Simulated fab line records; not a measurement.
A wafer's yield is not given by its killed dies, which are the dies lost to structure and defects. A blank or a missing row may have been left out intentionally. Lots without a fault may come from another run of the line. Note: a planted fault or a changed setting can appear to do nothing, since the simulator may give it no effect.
Chamber matching | flow nand-harc | NHARC_P_M0_STRIP_18 on rie-diel-12: 4 sister chambers
The step strips in N2/H2. 18 wafers are shown with their chamber, then 9 later ones without.

## EACH WAFER AND ITS CHAMBER
wafer  | chamber | showerhead-plenum-p-Torr (Torr) | drypump-motor-current-A (A) | rf-vpp-V (V)
L074.1 | 1       | 1.90                            | 5.8                         | 88.1
L074.5 | 1       | 1.90                            | 5.8                         | 90.1
L074.6 | 3       | 2.19                            | 6.2                         | 89.0
L079.1 | 1       | 1.90                            | 5.8                         | 89.9
L079.4 | 2       | 2.15                            | 6.7                         | 91.6
L079.5 | 3       | 2.19                            | 6.2                         | 91.7
L080.3 | 1       | 1.90                            | 5.8                         | 89.1
L080.5 | 0       | 1.95                            | 5.6                         | 92.0
L080.6 | 1       | 1.90                            | 5.8                         | 89.2
L083.1 | 3       | 2.19                            | 6.1                         | 91.4
L083.2 | 0       | 1.95                            | 5.7                         | 90.1
L083.5 | 2       | 2.14                            | 6.7                         | 91.5
L082.2 | 3       | 2.19                            | 6.1                         | 92.3
L082.3 | 2       | 2.15                            | 6.7                         | 92.0
L082.6 | 3       | 2.19                            | 6.2                         | 91.0
L087.1 | 1       | 1.90                            | 5.8                         | 90.9
L087.2 | 2       | 2.14                            | 6.7                         | 91.3
L087.3 | 0       | 1.95                            | 5.7                         | 90.6

SIGNATURES (means of the wafers above)
reading                  | chamber 0 | chamber 1 | chamber 2 | chamber 3 | scatter within a chamber
showerhead-plenum-p-Torr | 1.9500    | 1.9000    | 2.1450    | 2.1900    | 0.00267
drypump-motor-current-A  | 5.667     | 5.800     | 6.700     | 6.160     | 0.0365
rf-vpp-V                 | 90.900    | 89.550    | 91.600    | 91.080    | 0.97
Rule: a wafer's distance from a chamber is the root of the sum, over the readings, of the square of ((its reading less the chamber's mean) divided by the reading's scatter). The wafer belongs to the nearest chamber; if the next one is less than 2 further off, it can't be placed. The scatter is the square root of a quotient: the sum, over the shown wafers, of each reading's squared deviation from its chamber's mean, divided by wafers minus chambers.

## WAFERS MISSING THEIR CHAMBER
wafer  | showerhead-plenum-p-Torr (Torr) | drypump-motor-current-A (A) | rf-vpp-V (V)
L092.2 | 2.19                            | 6.2                         | 93.3
L092.4 | 2.14                            | 6.7                         | 90.3
L092.5 | 1.90                            | 5.8                         | 89.4
L094.1 | 1.95                            | 5.6                         | 90.0
L094.4 | 2.14                            | 6.7                         | 91.5
L094.6 | 2.14                            | 6.7                         | 90.9
L097.1 | 2.19                            | 6.2                         | 93.2
L097.4 | 2.14                            | 6.7                         | 91.5
L097.6 | 1.95                            | 5.7                         | 90.7

## WHICH CHAMBER EACH WENT THROUGH
wafer  | from the rows above | in truth
L092.2 | 3                   | 3
L092.4 | 2                   | 2
L092.5 | 1                   | 1
L094.1 | 0                   | 0
L094.4 | 2                   | 2
L094.6 | 2                   | 2
L097.1 | 3                   | 3
L097.4 | 2                   | 2
L097.6 | 0                   | 0
Placed correctly: 9 of 9. Number that these rows cannot place: 0. Wrongly placed: 0.
